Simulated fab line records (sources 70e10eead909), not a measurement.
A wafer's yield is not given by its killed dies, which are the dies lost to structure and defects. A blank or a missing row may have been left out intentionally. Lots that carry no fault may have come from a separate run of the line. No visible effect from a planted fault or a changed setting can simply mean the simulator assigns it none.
fab line records	flow nandHarc
record lots=12	wafers=36	lastDay=25
route steps=1159 shown P_START@1 P_ZERO_WELL@16
lots untouched by any fault: they come from a run of this same line in which no faults occurred
startH: the number of hours between the record's first day and the start of the first shown wafer of the lot	waitH: time in hours since the lot's previous step	" repeats the value in the row above	L1.1+2: a row that stands for several wafers	- value missing, or start not given	* or withheld: withheld	< > ~ a bound
route shown NAME@n: names a module that has steps shown in the file, with the first one's number in the route	usual: average and standard deviation across the fault-free wafers	same: alike in all rows	chamber/n: place in a boat	sites: per-site readings	_std_site: standard deviation of those values	_edge_site: outer sites' mean less inner sites'	radiusMm: how far each site lies from the wafer's centre	mask NAME#n: copy n	behind: the last tool/chamber to shape the wafer	hold: reason for holding the lot/hours on hold/outcome of the hold	device: the n, p or np transistor that did not switch	end of line: the route-end tests of the same wafers	a step given without rows: its recipe and nothing more	killed: dies lost to structure and defects at the first sort, not the wafer's yield	map: shows each die of a wafer: x if killed, . if not, _ if none is there
set.NAME: the setting as run; set.NAME@STEP: as run at that earlier step	model.NAME: the simulator's own value behind a step, which no gauge read
steps of the route over a sample of lots; a table a step, a row a wafer
services: from which hour (startH, from the record's first day; less than 0 if before it) a tool's chamber was out of use, for how many hours, and why
## steps
# step NHARC_P_START_INSPECT_01
# usual rawDefectCount=3.5/2.2
lot.wafer	tool	chamber	startH	waitH	rawDefectCount
L718.2	defectInspect-02	-	18.04	-	2
L718.4	"	-	"	"	3
L718.5	"	-	"	"	2
L719.1	defectInspect-02	-	24.04	-	5
L719.3	"	-	"	"	1
L719.6	"	-	"	"	1
L722.1	defectInspect-02	-	42.03	-	6
L722.3	"	-	"	"	3
L722.6	"	-	"	"	1
L731.1	defectInspect-01	-	96.04	-	5
L731.3	"	-	"	"	3
L731.4	"	-	"	"	3
L732.2	defectInspect-01	-	102.04	-	6
L732.4	"	-	"	"	4
L732.6	"	-	"	"	5
L733.1	defectInspect-01	-	108.04	-	4
L733.2	"	-	"	"	4
L733.4	"	-	"	"	5
L734.1	defectInspect-01	-	114.03	-	7
L734.3	"	-	"	"	0
L734.5	"	-	"	"	4
L736.2	defectInspect-01	-	126.04	-	6
L736.3	"	-	"	"	9
L736.5	"	-	"	"	4
L737.1	defectInspect-02	-	132.04	-	3
L737.3	"	-	"	"	4
L737.5	"	-	"	"	1
L738.1	defectInspect-01	-	138.04	-	7
L738.4	"	-	"	"	4
L738.6	"	-	"	"	6
L739.1	defectInspect-02	-	144.03	-	6
L739.5	"	-	"	"	7
L739.6	"	-	"	"	4
L740.2	defectInspect-01	-	150.04	-	4
L740.4	"	-	"	"	2
L740.5	"	-	"	"	3
# step NHARC_P_ZERO_WELL_DESCUM_13
# recipe timeS=3	o2FlowSccm=200	arFlowSccm=0	biasPowerW=0	chemistry=O2
# usual drypumpMotorCurrentA=5.84/0.29	oesProductAu=1.001/0.013	rfVppV=57.8/0.88	showerheadPlenumPTorr=1.92/0.09	throttleValvePct=11.311/0.0099
lot.wafer	tool	chamber	startH	waitH	drypumpMotorCurrentA	oesProductAu	rfHoursCounterH	rfVppV	showerheadPlenumPTorr	throttleValvePct
L718.2	rieDiel-07	0	19.35	-	5.63	0.985	10	57.8	1.91	11.317
L718.4	"	1	"	"	5.97	1.016	-	57.0	1.84	11.310
L718.5	"	0	"	"	5.62	0.985	-	57.3	1.92	11.312
L719.3	rieDiel-09	2	25.43	-	5.74	0.986	8	58.1	1.86	11.324
L719.1	"	3	"	"	5.29	0.990	8	57.5	2.06	11.314
L719.6	"	0	"	"	5.81	1.012	-	59.2	2.06	11.318
L722.1	rieDiel-09	0	43.29	-	5.82	1.013	9	57.9	2.06	11.316
L722.3	"	2	"	"	5.70	0.992	9	56.8	1.86	11.304
L722.6	"	2	"	"	5.73	1.001	-	59.0	1.86	11.301
L731.4	rieDiel-07	0	97.41	-	5.63	1.003	2	58.0	1.91	11.315
L731.3	"	1	"	"	5.98	0.999	3	58.0	1.84	11.317
L731.1	"	2	"	"	6.06	0.997	3	57.5	1.93	11.315
L732.2	rieDiel-07	1	103.29	-	6.02	1.001	4	58.3	1.84	11.306
L732.6	"	0	"	"	5.65	1.004	-	57.1	1.91	11.329
L732.4	"	1	"	"	5.96	0.990	-	59.1	1.84	11.325
L733.1	rieDiel-09	2	109.29	-	5.69	0.994	2	58.1	1.86	11.325
L733.2	"	0	"	"	5.84	1.019	2	57.7	2.06	11.303
L733.4	"	1	"	"	5.61	1.007	3	56.8	1.84	11.299
L734.1	rieDiel-07	3	115.29	-	6.31	1.009	3	57.2	1.79	11.306
L734.3	"	3	"	"	6.30	1.023	-	55.9	1.79	11.298
L734.5	"	2	"	"	6.15	1.012	-	57.8	1.93	11.309
L736.3	rieDiel-07	3	127.41	-	6.28	1.013	5	55.8	1.79	11.330
L736.2	"	1	"	"	5.96	0.996	4	56.4	1.84	11.308
L736.5	"	3	"	"	6.27	1.016	-	58.1	1.79	11.310
L737.1	rieDiel-01	3	133.30	-	5.82	0.999	12	57.6	1.91	11.322
L737.3	"	1	"	"	5.43	0.996	9	57.8	1.96	11.315
L737.5	"	2	"	"	6.06	0.975	-	59.0	2.03	11.305
L738.4	rieDiel-09	2	139.28	-	5.74	0.984	4	56.7	1.86	11.306
L738.1	"	3	"	"	5.30	0.988	3	58.3	2.06	11.318
L738.6	"	2	"	"	5.71	0.973	-	57.2	1.86	11.315
L739.1	rieDiel-09	2	145.27	-	5.69	1.000	4	57.1	1.86	11.319
L739.5	"	2	"	"	5.71	0.990	-	59.1	1.86	11.297
L739.6	"	3	"	"	5.32	1.004	-	56.8	2.06	11.315
L740.2	rieDiel-07	0	151.28	-	5.64	1.008	7	57.8	1.91	11.300
L740.4	"	2	"	"	6.08	0.996	8	57.3	1.93	11.342
L740.5	"	0	"	"	5.64	0.998	-	57.3	1.91	11.318
# step NHARC_P_ZERO_WELL_EXPOSE_21
# recipe na=0.6	targetCdNm=720	doseMj=22.31	maskId=P_NWELL
lot.wafer	tool	chamber	startH	waitH	mask
L718.2+4+5	krfScanner-01	0	20.39	-	P_NWELL#0
L719.1+3+6	krfScanner-04	0	26.45	-	P_NWELL#0
L722.1+3+6	krfScanner-01	0	44.25	-	P_NWELL_R1#0
L731.1+3+4	krfScanner-01	0	98.43	-	P_NWELL#0
L732.2+4+6	krfScanner-04	0	104.34	-	P_NWELL#0
L733.1+2+4	krfScanner-04	0	110.19	-	P_NWELL#0
L734.1+3+5	krfScanner-01	0	116.41	-	P_NWELL#0
L736.2+3+5	krfScanner-01	0	128.44	-	P_NWELL#0
L737.1+3+5	krfScanner-01	0	134.20	-	P_NWELL#0
L738.1+4+6	krfScanner-03	0	140.40	-	P_NWELL#0
L739.1+5+6	krfScanner-03	0	146.17	-	P_NWELL#0
L740.2+4+5	krfScanner-01	0	152.30	-	P_NWELL#0
# step NHARC_P_ZERO_WELL_CD_MEAS_24
# recipe targetCdNm=720	landingEnergyEv=500
# usual cdNm=718.6/2
lot.wafer	tool	chamber	startH	waitH	cdNm
L718.2	cdSem-03	0	20.55	-	715.5
L718.4	"	0	"	"	719.3
L718.5	"	0	"	"	716.6
L719.1	cdSem-02	0	26.61	-	721.5
L719.3	"	0	"	"	721.4
L719.6	"	0	"	"	718.9
L722.1	cdSem-02	0	44.40	-	696.6
L722.3	"	0	"	"	698.0
L722.6	"	0	"	"	697.8
L731.1	cdSem-01	0	98.59	-	719.4
L731.3	"	0	"	"	719.0
L731.4	"	0	"	"	718.9
L732.2	cdSem-02	0	104.49	-	719.6
L732.4	"	0	"	"	719.3
L732.6	"	0	"	"	714.5
L733.1	cdSem-03	0	110.35	-	720.7
L733.2	"	0	"	"	717.0
L733.4	"	0	"	"	716.5
L734.1	cdSem-02	0	116.56	-	722.1
L734.3	"	0	"	"	719.9
L734.5	"	0	"	"	719.0
L736.2	cdSem-01	0	128.60	-	717.7
L736.3	"	0	"	"	717.2
L736.5	"	0	"	"	717.1
L737.1	cdSem-03	0	134.35	-	720.1
L737.3	"	0	"	"	719.8
L737.5	"	0	"	"	719.3
L738.1	cdSem-01	0	140.56	-	721.5
L738.4	"	0	"	"	720.2
L738.6	"	0	"	"	718.2
L739.1	cdSem-02	0	146.33	-	720.5
L739.5	"	0	"	"	719.2
L739.6	"	0	"	"	721.1
L740.2	cdSem-01	0	152.46	-	720.3
L740.4	"	0	"	"	717.7
L740.5	"	0	"	"	720.5
# step NHARC_P_ZERO_WELL_DESCUM_54
# recipe timeS=3	o2FlowSccm=200	arFlowSccm=0	biasPowerW=0	chemistry=O2
# usual drypumpMotorCurrentA=5.81/0.3	oesProductAu=1.002/0.012	rfVppV=57.9/0.81	showerheadPlenumPTorr=1.93/0.09	throttleValvePct=11.312/0.009
lot.wafer	tool	chamber	startH	waitH	drypumpMotorCurrentA	oesProductAu	rfHoursCounterH	rfVppV	showerheadPlenumPTorr	throttleValvePct
L718.2	rieDiel-07	3	23.93	-	6.26	1.026	11	56.9	1.79	11.296
L718.4	"	1	"	"	5.92	1.026	10	57.7	1.84	11.314
L718.5	"	3	"	"	6.29	1.026	-	59.1	1.79	11.300
L719.1	rieDiel-09	3	30.00	-	5.30	0.999	8	58.1	2.06	11.298
L719.3	"	0	"	"	5.83	1.015	9	58.1	2.06	11.312
L719.6	"	0	"	"	5.82	1.014	-	57.4	2.07	11.317
L722.3	rieDiel-09	3	47.90	-	5.32	1.006	9	59.2	2.06	11.311
L722.1	"	0	"	"	5.81	1.010	9	58.4	2.07	11.320
L722.6	"	2	"	"	5.71	0.999	-	58.6	1.86	11.306
L731.3	rieDiel-01	1	103.23	-	5.39	0.993	8	58.6	1.96	11.315
L731.1	"	3	"	"	5.87	1.001	10	58.8	1.91	11.301
L731.4	"	0	"	"	6.12	1.002	10	59.1	2.01	11.317
L732.4	rieDiel-07	3	107.85	-	6.30	1.014	3	57.5	1.79	11.316
L732.2	"	0	"	"	5.63	1.018	3	57.8	1.91	11.311
L732.6	"	0	"	"	5.63	1.017	-	56.8	1.91	11.307
L733.1	rieDiel-09	2	113.80	-	5.72	0.991	3	56.9	1.86	11.317
L733.2	"	0	"	"	5.82	1.020	3	58.6	2.06	11.329
L733.4	"	1	"	"	5.64	1.011	3	56.8	1.84	11.297
L734.1	rieDiel-07	3	119.93	-	6.30	1.002	4	56.8	1.79	11.307
L734.3	"	2	"	"	6.11	0.996	6	57.9	1.93	11.324
L734.5	"	3	"	"	6.29	1.010	-	58.1	1.79	11.310
L736.2	rieDiel-09	3	131.91	-	5.30	0.983	3	58.7	2.06	11.312
L736.3	"	0	"	"	5.84	1.021	3	58.4	2.06	11.301
L736.5	"	3	"	"	5.30	0.984	-	59.1	2.06	11.309
L737.1	rieDiel-07	3	137.73	-	6.29	1.008	5	56.7	1.79	11.306
L737.3	"	1	"	"	5.92	0.992	4	57.9	1.84	11.320
L737.5	"	2	"	"	6.05	0.997	-	56.9	1.93	11.319
L738.1	rieDiel-07	3	144.02	-	6.30	1.006	5	57.9	1.79	11.305
L738.4	"	1	"	"	5.99	0.998	5	58.3	1.84	11.314
L738.6	"	0	"	"	5.63	1.000	-	58.0	1.91	11.324
L739.1	rieDiel-01	3	149.65	-	5.84	0.992	0	57.0	1.91	11.298
L739.5	"	1	"	"	5.39	1.002	-	59.2	1.96	11.318
L739.6	"	0	"	"	6.12	1.006	-	58.0	2.01	11.317
L740.4	rieDiel-07	2	155.70	-	6.09	1.001	9	58.8	1.93	11.309
L740.2	"	0	"	"	5.63	1.001	7	59.5	1.91	11.302
L740.5	"	2	"	"	6.10	0.993	-	56.4	1.93	11.329
## services
tool	chamber	startH	hours	kind
krfScanner-03	-	-4.00	4.0	pm
rieDiel-09	-	9.60	0.7	repair
rieDiel-07	2	15.70	7.7	repair
krfScanner-04	-	27.53	0.4	repair
rieDiel-01	2	34.16	6.6	repair
krfScanner-03	-	37.62	0.5	repair
rieDiel-09	1	42.56	4.5	repair
rieDiel-07	3	43.39	5.4	repair
rieDiel-01	2	43.56	7.0	repair
krfScanner-03	-	49.36	4.2	repair
rieDiel-07	-	51.20	9.0	pm
krfScanner-04	-	56.90	0.2	repair
rieDiel-07	0	76.63	3.3	repair
rieDiel-09	-	77.10	9.0	pm
krfScanner-03	-	78.67	0.6	repair
krfScanner-01	-	84.00	4.0	pm
rieDiel-01	2	95.14	6.2	repair
rieDiel-07	3	100.00	7.4	repair
rieDiel-07	1	109.51	13.7	repair
rieDiel-07	0	112.30	3.6	repair
rieDiel-07	2	123.05	2.3	repair
krfScanner-04	-	126.00	4.0	pm
rieDiel-01	-	137.82	9.0	pm
rieDiel-01	2	148.38	8.2	repair
## key
firstSign step=NHARC_P_ZERO_WELL_EXPOSE_21	reading=mask	direction=changed
effect step=NHARC_P_ZERO_WELL_CD_MEAS_24	reading=cdNm	direction=down	sigmas=11	usual=718.6	struck=697.5
metAt NHARC_P_ZERO_WELL_EXPOSE_21
struckLots L722
testerLeftOut L722
notActingAt NHARC_P_START_INSPECT_01,NHARC_P_ZERO_WELL_DESCUM_13,NHARC_P_ZERO_WELL_DESCUM_54
onsetBetween 20.39 44.25
fault kind=wrongMask	tool=any	chamber=-	onsetH=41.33	steps=NHARC_P_ZERO_WELL_EXPOSE_21	auxCopy=P_NWELL_R1#0	cdOffsetNm=-22.401	scope=struckLotsOnly
# testerLeftOut: of these lots the tester's yield and bins aren't shown, on N5 and GAA mostly nor the transistor test; their killed dies are dies lost to structure and defects alone, not to doping, threshold or leakage, so they don't give the yield
